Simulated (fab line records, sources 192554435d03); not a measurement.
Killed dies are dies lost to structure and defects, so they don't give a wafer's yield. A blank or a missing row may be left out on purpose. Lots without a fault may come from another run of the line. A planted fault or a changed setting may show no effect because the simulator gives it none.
Problem report in the 8D (eight disciplines) form, filled by code | flow n5_finfet | the parts of the form that need people (team, actions taken, sign-off) are left out

1. THE PROBLEM
run_length_s at N5_FIN_SAQP_PECVD_47 reads a mean of 62.1 s on 2 wafers of 2 lots; wafers without a fault read 72.8 s with a standard deviation of 0.79. That is -14 standard deviations from the usual mean.
The step: deposits a-Si from SiH4/He, target thk 45 nm, time 36.3 s.
First seen on wafer L167.5, day 5 10:05, on pecvd-04. The record holds 25 wafers of 9 lots with a number at this step. Rule for "out", or "out of limits": more than 4 standard deviations from the usual mean. The other wafers with a number count as sound.

2. WHAT IT IS AND WHAT IT IS NOT
question                    | is               | is not
which readings at this step | run_length_s     | heater_power_w, showerhead_plenum_p_Torr, showerhead_vpp_V, throttle_valve_pct
which lots                  | L167, L168       | L154, L155, L158, L160, L170, L172, L174
which wafers of those lots  | L167.5, L168.5   | L167.2, L168.6
read on which tools         | pecvd-04         | pecvd-01, pecvd-02
when                        | from day 5 10:05 | up to then (13 sound wafers); but 10 sound wafers of L168, L170, L172, L174 came after

3. SUSPECTS, AND WHAT RULES EACH OUT
Counting: a tool at a process step up to the reading stays a suspect if it ran every lot that is out. Sound lots after the first of them don't rule it out here, since some wafers of a struck lot are sound.
- pecvd-04 at N5_FIN_SAQP_PECVD_47 (deposits a-Si from SiH4/He, target thk 45 nm, time 36.3 s): kept. It ran every lot that is out, first L167 (day 5 10:05); its last sound lot up to then is L158 (day 3 03:57). Its own readings are out on those wafers: run_length_s.
Left after counting: pecvd-04 at N5_FIN_SAQP_PECVD_47.

4. THE CAUSE (what the simulator had put in)
Process parameter drift: pecvd-04, from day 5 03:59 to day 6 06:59, at N5_FIN_SAQP_PECVD_47. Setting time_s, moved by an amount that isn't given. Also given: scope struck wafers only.
Counting left only this tool.

5. THE CHAIN OF EFFECTS, in route order
Each row: a reading whose mean over the struck wafers that have a number lies more than 3 standard deviations from the usual. Only readings for which the record gives a usual standard deviation are gone through. hours: the time from each lot's start at the first step in this table that gives one to its start at this step, as a median over the lots. sigmas: the change in usual standard deviations.
hours | step                        | reading        | usual      | on struck wafers | change | sigmas
0     | N5_FIN_SAQP_PECVD_47        | run_length_s   | 72.8 s     | 62.1             | -10.7  | -14
3     | N5_FIN_SAQP_MANDREL_ETCH_58 | oes_product_au | 0.690 a.u. | 0.591            | -0.099 | -7.7
The process steps in it:
- N5_FIN_SAQP_PECVD_47: deposits a-Si from SiH4/He, target thk 45 nm, time 36.3 s.
- N5_FIN_SAQP_MANDREL_ETCH_58: etches a-Si in HBr/Cl2, stops on SiNx, target depth 45 nm, bt time 10 s, time 27 s.
Later measuring or inspecting steps at which every struck wafer that the step has a row for has a number for every such reading, and none has moved that far: N5_BEOL_M4_RC_MEAS_101.

6. WHAT WOULD HAVE CAUGHT IT SOONER
In this record the first reading out of limits was taken at day 5 10:05, 6 hours after the fault began at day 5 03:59.
